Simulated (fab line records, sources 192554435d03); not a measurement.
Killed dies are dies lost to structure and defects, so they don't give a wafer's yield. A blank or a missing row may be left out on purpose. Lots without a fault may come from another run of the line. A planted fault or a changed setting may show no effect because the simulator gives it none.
Which tool did it? | flow n5_finfet | 12 lots, 36 wafers sampled, at 3 steps of a route of 1938

WHAT THE GAUGES READ, wafer by wafer
N5_BEOL_M12_INSPECT_12: inspects for defects (macro).
lot  | measured     | on                | raw_defect_count
L075 | day 10 15:14 | defect_inspect-01 | 2 4 4
L076 | day 11 03:11 | defect_inspect-01 | 1 2 1
L079 | day 11 12:57 | defect_inspect-02 | 4 2 2
L082 | day 12 07:13 | defect_inspect-01 | 4 0 1
L081 | day 12 14:36 | defect_inspect-02 | 6 2 2
L086 | day 12 22:35 | defect_inspect-02 | 5 2 2
L087 | day 13 15:06 | defect_inspect-01 | 2 0 1
L089 | day 13 20:59 | defect_inspect-02 | 2 2 1
L091 | day 14 21:13 | defect_inspect-02 | 3 1 1
L093 | day 15 06:52 | defect_inspect-02 | 0 1 1
L095 | day 15 15:16 | defect_inspect-02 | 3 4 3
L096 | day 16 06:55 | defect_inspect-01 | 3 4 0

WHICH TOOL RAN EACH LOT (tool, then ch and the chambers of the sampled wafers, then the start)
lot  | N5_BEOL_M11_CURE_72           | N5_BEOL_M11_ANNEAL_51
L075 | uv_cure-03 ch 2, day 10 10:13 | rtp_anneal-01 ch 0, day 10 13:34
L076 | uv_cure-03 ch 1, day 10 23:05 | rtp_anneal-01 ch 0, day 11 01:55
L079 | uv_cure-03 ch 0, day 11 10:32 | rtp_anneal-01 ch 0, day 11 11:39
L082 | uv_cure-02 ch 1, day 12 03:38 | rtp_anneal-01 ch 0, day 12 05:59
L081 | uv_cure-01 ch 1, day 12 08:16 | rtp_anneal-01 ch 0, day 12 11:32
L086 | uv_cure-01 ch 0, day 12 19:49 | rtp_anneal-01 ch 0, day 12 21:06
L087 | uv_cure-03 ch 0, day 13 11:58 | rtp_anneal-02 ch 0, day 13 13:50
L089 | uv_cure-03 ch 0, day 13 17:26 | rtp_anneal-01 ch 0, day 13 19:46
L091 | uv_cure-02 ch 0, day 14 18:23 | rtp_anneal-02 ch 0, day 14 19:49
L093 | uv_cure-03 ch 2, day 15 02:49 | rtp_anneal-02 ch 0, day 15 05:32
L095 | uv_cure-03 ch 0, day 15 12:22 | rtp_anneal-02 ch 0, day 15 14:01
L096 | uv_cure-02 ch 2, day 16 02:19 | rtp_anneal-02 ch 0, day 16 05:39
- N5_BEOL_M11_CURE_72: cures SiCOH lowk, time 120 s.
- N5_BEOL_M11_ANNEAL_51: time 90 s.

THE ANSWER, worked out from the rows above alone
Rule: what is usual is taken from the lots themselves. Put in order of their means at a reading, lots are off if they are a third of the lots or fewer, leave a main group of 4 or more, and stand apart from it by a gap of 3 or more times the standard deviation of the main group's means; of several such gaps the widest counts. A main group whose means are all the same, to the digits that the tables above print for the reading, isn't used. A lot without any number at a reading at which 4 lots or more have one is off too. The other lots that the step has rows for count as sound.
No lot is off at any reading shown: from this, nothing can be told.

WHAT THE SIMULATOR HAD PUT IN
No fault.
